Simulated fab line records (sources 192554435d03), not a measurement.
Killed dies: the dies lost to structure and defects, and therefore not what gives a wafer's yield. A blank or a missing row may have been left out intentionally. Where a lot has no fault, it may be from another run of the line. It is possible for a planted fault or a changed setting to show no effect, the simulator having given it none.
Lot-split experiment :: flow n5_finfet :: 7 lots, 21 wafers read, on a route of 1938 steps

## THE SPLIT
At N5_MOL_CONTACT_COAG_EXPOSE_37 (exposes mask VD, defocus 0 nm), the setting dose_mj was moved away from the recipe's 62 on 6 of the 21 wafers read, by -5.5% to +7.4%. This setting was run at the recipe's value on the other wafers.

## FROM THE SPLIT TO THE READING: what the file shows between them, 2 steps
- N5_MOL_CONTACT_COAG_PEB_38: peb time 60 s
- N5_MOL_CONTACT_COAG_DEVELOP_39: develop time 30 s

## THE READING
cd_nm at N5_MOL_CONTACT_COAG_CD_MEAS_40, given in nm (cd target 25.1 nm). A value of 25.06 nm with a standard deviation of 0.23 nm is what fault-free wafers of this fab line usually give.

wafer: L076.1
tool, chamber at the split: euv_scanner-01, 0
dose_mj as run: 62
against the recipe: recipe
cd_nm, nm: 25.25
against lot-mates on the recipe: -

wafer: L076.3
tool, chamber at the split: euv_scanner-01, 0
dose_mj as run: 62
against the recipe: recipe
cd_nm, nm: 25.26
against lot-mates on the recipe: -

wafer: L076.5
tool, chamber at the split: euv_scanner-01, 0
dose_mj as run: 62
against the recipe: recipe
cd_nm, nm: 25.02
against lot-mates on the recipe: -

wafer: L077.2
tool, chamber at the split: euv_scanner-01, 0
dose_mj as run: 66.6
against the recipe: +7.4%
cd_nm, nm: 26.27
against lot-mates on the recipe: +1.10

wafer: L077.3
tool, chamber at the split: euv_scanner-01, 0
dose_mj as run: 62
against the recipe: recipe
cd_nm, nm: 25.16
against lot-mates on the recipe: -

wafer: L077.4
tool, chamber at the split: euv_scanner-01, 0
dose_mj as run: 62
against the recipe: recipe
cd_nm, nm: 25.18
against lot-mates on the recipe: -

wafer: L080.1
tool, chamber at the split: euv_scanner-01, 0
dose_mj as run: 58.81
against the recipe: -5.1%
cd_nm, nm: 23.87
against lot-mates on the recipe: -1.09

wafer: L080.3
tool, chamber at the split: euv_scanner-01, 0
dose_mj as run: 58.81
against the recipe: -5.1%
cd_nm, nm: 24.35
against lot-mates on the recipe: -0.61

wafer: L080.6
tool, chamber at the split: euv_scanner-01, 0
dose_mj as run: 62
against the recipe: recipe
cd_nm, nm: 24.96
against lot-mates on the recipe: -

wafer: L085.1
tool, chamber at the split: euv_scanner-01, 0
dose_mj as run: 62
against the recipe: recipe
cd_nm, nm: 24.89
against lot-mates on the recipe: -

wafer: L085.3
tool, chamber at the split: euv_scanner-01, 0
dose_mj as run: 62
against the recipe: recipe
cd_nm, nm: 25.14
against lot-mates on the recipe: -

wafer: L085.6
tool, chamber at the split: euv_scanner-01, 0
dose_mj as run: 58.62
against the recipe: -5.5%
cd_nm, nm: 24.22
against lot-mates on the recipe: -0.80

wafer: L088.2
tool, chamber at the split: euv_scanner-01, 0
dose_mj as run: 65.09
against the recipe: +5.0%
cd_nm, nm: 25.70
against lot-mates on the recipe: +0.47

wafer: L088.4
tool, chamber at the split: euv_scanner-01, 0
dose_mj as run: 62
against the recipe: recipe
cd_nm, nm: 25.23
against lot-mates on the recipe: -

wafer: L088.6
tool, chamber at the split: euv_scanner-01, 0
dose_mj as run: 65.09
against the recipe: +5.0%
cd_nm, nm: 26.18
against lot-mates on the recipe: +0.95

wafer: L093.3
tool, chamber at the split: euv_scanner-01, 0
dose_mj as run: 62
against the recipe: recipe
cd_nm, nm: 25.20
against lot-mates on the recipe: -

wafer: L093.4
tool, chamber at the split: euv_scanner-01, 0
dose_mj as run: 62
against the recipe: recipe
cd_nm, nm: 25.11
against lot-mates on the recipe: -

wafer: L093.6
tool, chamber at the split: euv_scanner-01, 0
dose_mj as run: 62
against the recipe: recipe
cd_nm, nm: 25.13
against lot-mates on the recipe: -

wafer: L095.1
tool, chamber at the split: euv_scanner-01, 0
dose_mj as run: 62
against the recipe: recipe
cd_nm, nm: 25.08
against lot-mates on the recipe: -

wafer: L095.2
tool, chamber at the split: euv_scanner-01, 0
dose_mj as run: 62
against the recipe: recipe
cd_nm, nm: 25.39
against lot-mates on the recipe: -

wafer: L095.4
tool, chamber at the split: euv_scanner-01, 0
dose_mj as run: 62
against the recipe: recipe
cd_nm, nm: 25.16
against lot-mates on the recipe: -

FIT RESULTS
A straight line over all 21 wafers: cd_nm changes by +0.171 nm for each +1% of dose_mj; r = +0.96; the points scatter about the line by 0.16 nm.
The same after taking each lot's own level away (the mean of its wafers on the recipe; 21 wafers): +0.151 nm for each +1%; r = +0.96; scatter 0.14 nm.
According to that fit, moving dose_mj by its largest amount changes the reading by 1.1 nm.
Measured against the standard deviation above, the lots' own levels, which go from 24.960 to 25.230 nm, span 1.2 times it.
So the slope is not independent of the lot-to-lot level: the two fits are not the same.
Check: +1.12 nm against its lot-mates is what the line predicts for one of the wafers moved furthest among these (+7.4%) when that wafer is left out of the fit. Against them it came out at +1.1 nm.

## THE OTHER SPLITS THESE WAFERS WENT THROUGH
Before the reading, these wafers also passed through other splits. Each is held against what the fit with the lots' levels taken away leaves over:
other split on the same wafers: N5_HKMG_FIN_ETCH_58 source_w
wafers away from the commonest value: 8
r with cd_nm (lot level and that fit taken away): -0.26

other split on the same wafers: N5_GATE_CUT_HM_DEP_46 time_s
wafers away from the commonest value: 6
r with cd_nm (lot level and that fit taken away): +0.17

other split on the same wafers: N5_GATE_CUT_EXPOSE_10 dose_mj
wafers away from the commonest value: 6
r with cd_nm (lot level and that fit taken away): +0.17

other split on the same wafers: N5_MOL_CONTACT_COAG_COAT_76 spin_rpm
wafers away from the commonest value: 11
r with cd_nm (lot level and that fit taken away): +0.05

## FILE'S OWN FIT
cd_nm changes by +0.15 nm for each +1% of dose_mj, r = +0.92.
